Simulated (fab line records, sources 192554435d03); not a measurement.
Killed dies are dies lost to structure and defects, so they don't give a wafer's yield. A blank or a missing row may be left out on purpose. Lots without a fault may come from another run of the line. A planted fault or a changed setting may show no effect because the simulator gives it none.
Chamber matching | flow n5_finfet | N5_BEOL_M12_TRENCH_ETCH_34 on rie_diel-01: 4 sister chambers
The step etches SiOC in C4F8/O2/Ar, target depth 318.95 nm, time 125.5 s. 4 wafers are shown with their chamber, then 9 later ones without.

WAFERS WITH THEIR CHAMBER
wafer  | chamber | throttle_valve_pct (%)
L088.2 | 0       | 24.41
L090.1 | 1       | 24.46
L090.3 | 2       | 24.13
L090.4 | 3       | 23.89

WAFERS WITHOUT THEIR CHAMBER
wafer  | throttle_valve_pct (%)
L091.2 | 24.12
L091.4 | 24.45
L091.5 | 23.89
L092.2 | 24.40
L092.3 | 24.45
L092.6 | 24.12
L096.3 | 24.48
L096.5 | 24.42
L096.6 | 24.14

WHICH CHAMBER EACH WENT THROUGH
wafer  | from the rows above | in truth
L091.2 | 2                   | 2
L091.4 | 1                   | 1
L091.5 | 3                   | 3
L092.2 | 0                   | 0
L092.3 | 1                   | 1
L092.6 | 2                   | 2
L096.3 | 1                   | 1
L096.5 | 0                   | 0
L096.6 | 2                   | 2
Placed correctly: 9 of 9. Can't be placed from these rows: 0. Placed wrongly: 0.
How it was worked out, from the rows above alone: a wafer's distance from a chamber is the root of the sum, over the readings, of the square of ((its reading less the chamber's mean) divided by the reading's scatter). The wafer belongs to the nearest chamber; if the next one is less than 2 further off, it can't be placed. A chamber's mean is the mean of its shown wafers. The scatter: with one shown wafer a chamber, the root of the mean of the squares of how far each hidden wafer lies from its nearest shown one.
